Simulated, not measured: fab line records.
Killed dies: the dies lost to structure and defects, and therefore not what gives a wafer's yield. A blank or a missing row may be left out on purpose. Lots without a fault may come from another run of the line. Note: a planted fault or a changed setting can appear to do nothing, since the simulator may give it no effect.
A lot that was struck, set against a sound lot :: flow n5Finfet :: 17 out of 1938 route steps
Sound: wafers L223.1, L223.2, L223.4. Struck: wafers L218.2, L218.6 (left out: L218.3, a lot-mate that was not struck); the cause follows at the end.
For every step that has rows: the tool of each side, followed by ch and its chambers, followed by its first start. Under that, the readings that differ: sound wafers :: struck wafers :: difference of the means :: sigmas: that difference in standard deviations of wafers without a fault.
alike: words and numbers the same on both sides, and readings whose means are apart by under 2 such deviations; not compared: readings that were withheld, readings missing a value for some wafer, numbers with overlapping values and no deviation given by the record, and bounds like >300 which may hide the same value.
A row with sigmas, a row that says differs or no value, or rows on one side alone: a step with any of these is where the two part. Numbers that don't overlap but have no deviation are shown without sigmas and don't part them. Lack of a reading on every wafer of one side parts them only where that side has two or more wafers.

first, 5 steps without rows for these wafers: N5_SD_EPI_N_EBR_05; N5_SD_EPI_N_SOFTBAKE_04 (time 60 s); N5_SD_EPI_N_EXPOSE_06 (exposes mask SD N BLK, target cd 120 nm); N5_SD_EPI_N_PEB_07 (peb time 60 s); N5_SD_EPI_N_DEVELOP_08 (develop time 30 s).
N5_SD_EPI_N_CD_MEAS_09: the cd target is 120 nm.
  sound on cdSem-03 ch 0, day 7 18:14; struck on cdSem-03 ch 0, day 6 13:40
  alike: cdNm
N5_SD_EPI_N_OVL_MEAS_10:
  sound on overlay-01 ch 0, day 7 18:16; struck on overlay-02 ch 0, day 6 13:41
  alike: SD_N_BLK_OVL
N5_SD_EPI_N_INSPECT_11: inspects for defects (macro).
  struck on defectInspect-02, day 6 13:43; sound on defectInspect-01, day 7 18:18
  alike: rawDefectCount
N5_SD_EPI_N_DESCUM_14: chemistry O2, time 7.9 s.
  sound on rieDiel-06 ch 0,1, day 7 18:38; struck on rieDiel-04 ch 3, day 6 13:44
  alike: biasPowerW, drypumpMotorCurrentA, oesProductAu, rfVppV, showerheadPlenumPTorr, throttleValvePct
  not compared: rfHoursCounterH
N5_SD_EPI_N_ETCH_34: etches SiARC in CF4, target depth 45.5 nm, time 75.8 s.
  sound on rieDiel-06 ch 0,1, day 7 18:40; struck on rieDiel-04 ch 3, day 6 13:47
reading: etchRfOnTimeS (s)
sound: 77.0 78.8 77.6
struck: 71.9 71.4
difference: -6.1
sigmas: -3
  alike: cf4FlowSccm, drypumpMotorCurrentA, mfcArSccm, oesProductAu, rfVppV, showerheadPlenumPTorr, throttleValvePct
  not compared: rfHoursCounterH
N5_SD_EPI_N_ETCH_35: etches SOC in N2/H2, overetch 108 nm, time 486 s.
  sound on rieDiel-06 ch 0,1, day 7 18:44; struck on rieDiel-04 ch 3, day 6 13:50
  alike: drypumpMotorCurrentA, oesProductAu, rfVppV, showerheadPlenumPTorr, throttleValvePct
  not compared: rfHoursCounterH
then, 1 step without rows for these wafers: N5_SD_EPI_N_STRIP_36 (strips in N2/H2).
N5_SD_EPI_N_ETCHBACK_44: etches SiNx in CH3F/O2, stops on SiO2, target depth 14.5 nm.
  sound on rieDiel-06 ch 0,1, day 7 19:03; struck on rieDiel-04 ch 3, day 6 14:10
reading: model.SiARC_of_SD_EPI_N_COAT_33.thkNm (nm)
sound: 16.4 16.8 16.4
struck: 13 13
difference: -4
sigmas: 
  alike: drypumpMotorCurrentA, mfcArSccm, oesProductAu, rfVppV, showerheadPlenumPTorr, throttleValvePct
  not compared: rfHoursCounterH
N5_SD_EPI_N_ETCH_45: etches SiOCN in CH3F/O2, target depth 6 nm.
  sound on rieDiel-06 ch 0,1, day 7 19:09; struck on rieDiel-04 ch 3, day 6 14:16
  alike: drypumpMotorCurrentA, mfcArSccm, oesProductAu, rfVppV, showerheadPlenumPTorr, throttleValvePct
  not compared: rfHoursCounterH
N5_SD_EPI_N_ETCH_16: etches SiO2 in CHF3/O2, target depth 5 nm.
  sound on rieDiel-06 ch 0,1, day 7 19:15; struck on rieDiel-04 ch 3, day 6 14:22
reading: model.SiARC_of_SD_EPI_N_COAT_33.thkNm (nm)
sound: 12.8 13.4 13
struck: 9.6 9.4
difference: -3.6
sigmas: 
  alike: drypumpMotorCurrentA, mfcArSccm, oesProductAu, rfVppV, showerheadPlenumPTorr, throttleValvePct
  not compared: rfHoursCounterH
then, 1 step without rows for these wafers: N5_SD_EPI_N_STRIP_47 (strips in CHF3/O2).
-- a jump in the record: the struck wafers' starts before and after are 10 days apart (it breaks off in module SD_EPI_N and resumes in module PASSIVATION, where the first step shown is number 1936 of the route) --
N5_PASSIVATION_PROBE_49:
  record: rows for the struck wafers here (prober-02, day 16 09:48), none for the sound ones

== WHERE THEY PART ==
First at N5_SD_EPI_N_ETCH_34; last, within this record, at N5_PASSIVATION_PROBE_49.

WHY: what the simulator had put in
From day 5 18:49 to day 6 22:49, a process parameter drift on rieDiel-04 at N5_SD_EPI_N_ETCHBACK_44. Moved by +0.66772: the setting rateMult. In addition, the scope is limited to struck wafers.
